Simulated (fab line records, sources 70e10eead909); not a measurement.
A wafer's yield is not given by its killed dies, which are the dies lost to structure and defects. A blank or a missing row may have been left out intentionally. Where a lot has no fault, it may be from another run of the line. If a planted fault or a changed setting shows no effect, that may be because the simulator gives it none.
A struck lot beside a sound one / flow nand_harc / 17 out of 1159 route steps
Sound: wafers L234.4, L234.5, L234.6. Struck: wafer L241.4 (L241.2, L241.6, from the same lot, were not struck and are left out); the cause is given at the end.
For every step that has rows: the tool of each side, followed by ch and its chambers, followed by its first start. Under that, the readings that differ: sound wafers / struck wafers / difference of the means / sigmas: that difference in standard deviations of wafers without a fault.
alike: a reading whose means differ by less than 2 such deviations, as well as words and numbers matching on both sides. not compared: withheld readings; readings where some wafer has no value; bounds like >300 that might hide an equal value; numbers whose values overlap and for which the record gives no deviation.
Wherever a step has rows on one side only, a row that says differs or no value, or a row with sigmas, the two part there. Numbers that have no deviation but don't overlap get no sigmas and don't part them. Lack of a reading on every wafer of one side parts them only where that side has two or more wafers.

NHARC_P_M0_OVL_MEAS_10: pitch 180 nm.
  sound on overlay-01 at day 7 04:12; struck on overlay-01 at day 9 07:32
reading=overlay_x_nm (nm); sound=0.8 1.0 1.1; struck=-0.6; difference=-1.6; sigmas=-2
  alike: overlay_y_nm
NHARC_P_M0_INSPECT_11:
  sound on defect_inspect-02 at day 7 04:14; struck on defect_inspect-02 at day 9 07:34
  alike: raw_defect_count
then, 2 steps without rows for these wafers: NHARC_P_M0_DESCUM_14 (chemistry O2, time 3 s); NHARC_P_M0_ETCH_34 (etches the open film in N2/H2, target depth 40 nm, overetch 12 nm, time 43.94 s).
NHARC_P_M0_ETCH_15: etches the open film in C4F8/Ar, target depth 150 nm, overetch 15 nm, time 82.5 s.
  sound: rie_diel-08 ch 0,1; struck: rie_diel-08 ch 2
  alike: bias_w, oes_product_au, rf_vpp_V
  not compared: rf_hours_counter_h
NHARC_P_M0_CD_MEAS_16:
  sound on cd_sem-02 at day 7 04:37; struck on cd_sem-01 at day 9 07:57
  alike: cd_nm
then, 2 steps without rows for these wafers: NHARC_P_M0_STRIP_18 (strips in N2/H2); NHARC_P_M0_STRIP_19 (strips in post etch residue remover, time 600 s).
NHARC_P_M0_DEGAS_28: time 60 s.
  sound on pvd_sputter-01 at day 7 05:16; struck on pvd_sputter-02 at day 9 08:38
  alike: heater_power_w
NHARC_P_M0_PRE_CLEAN_29: time 30 s.
  sound on pvd_sputter-01; struck on pvd_sputter-02
  alike: heater_power_w
then, 1 step without rows for these wafers: NHARC_P_M0_PVD_20 (deposits TaN, target thk 5 nm, time 8.06 s).
NHARC_P_M0_PVD_21: deposits Cu, target thk 30 nm, time 20.49 s.
  sound on pvd_sputter-01; struck on pvd_sputter-02
  alike: throttle_valve_pct
NHARC_P_M0_ECD_22: material Cu, target thk 400 nm.
  sound on ecd_cu-02 ch 0,1, day 7 05:44; struck on ecd_cu-02 ch 0,1, day 9 09:02
NHARC_P_M0_ANNEAL_30: time 90 s.
  sound on rtp_anneal-02 ch 0, day 7 06:10; struck on rtp_anneal-01 ch 0, day 9 09:31
  alike: wafer_temp_C_max
NHARC_P_M0_CMP_23: polishes, t overpolish 20 s, target thk 117.53 nm.
  sound on cmp-01 ch 0,1, day 7 06:23; struck on cmp-03 ch 3, day 9 09:52
reading=time_to_endpoint_s (s); sound=27.8 26.9 25.7; struck=9.2; difference=-17.6; sigmas=-8
  alike: motor_current_A, retaining_ring_pressure_frac
NHARC_P_M0_THK_MEAS_24: measures by xrf.
  sound on film_metro-02 at day 7 06:40; struck on film_metro-01 at day 9 10:08
  alike: thk_nm
-- the record jumps here: 13 days lie between the struck wafers' starts before and after (it left off in module P_M0 and takes up again in module END, whose first step shown is number 1159 of the route) --
NHARC_END_SORT_01:
  sound on prober-01 ch 0, day 20 17:03; struck on prober-02 ch 0, day 22 09:11
reading=killed_at_periphery; sound=4 3 4; struck=13; difference=+9; sigmas=+5
reading=sort_bin_2_pct (%); sound=0.7 1.8 1.2; struck=3.1; difference=+1.9; sigmas=+3
  alike: defect_limited_yield, killed_at_array, killed_at_other, killed_dies, killed_open, killed_short, sort_bin_3_pct, sort_bin_4_pct, sort_n_pass, sort_rim_yield_pct, sort_yield_pct

== WHERE THEY PART ==
Earliest at NHARC_P_M0_OVL_MEAS_10; latest, in this record, at NHARC_END_SORT_01.

WHY: the cause the simulator had injected
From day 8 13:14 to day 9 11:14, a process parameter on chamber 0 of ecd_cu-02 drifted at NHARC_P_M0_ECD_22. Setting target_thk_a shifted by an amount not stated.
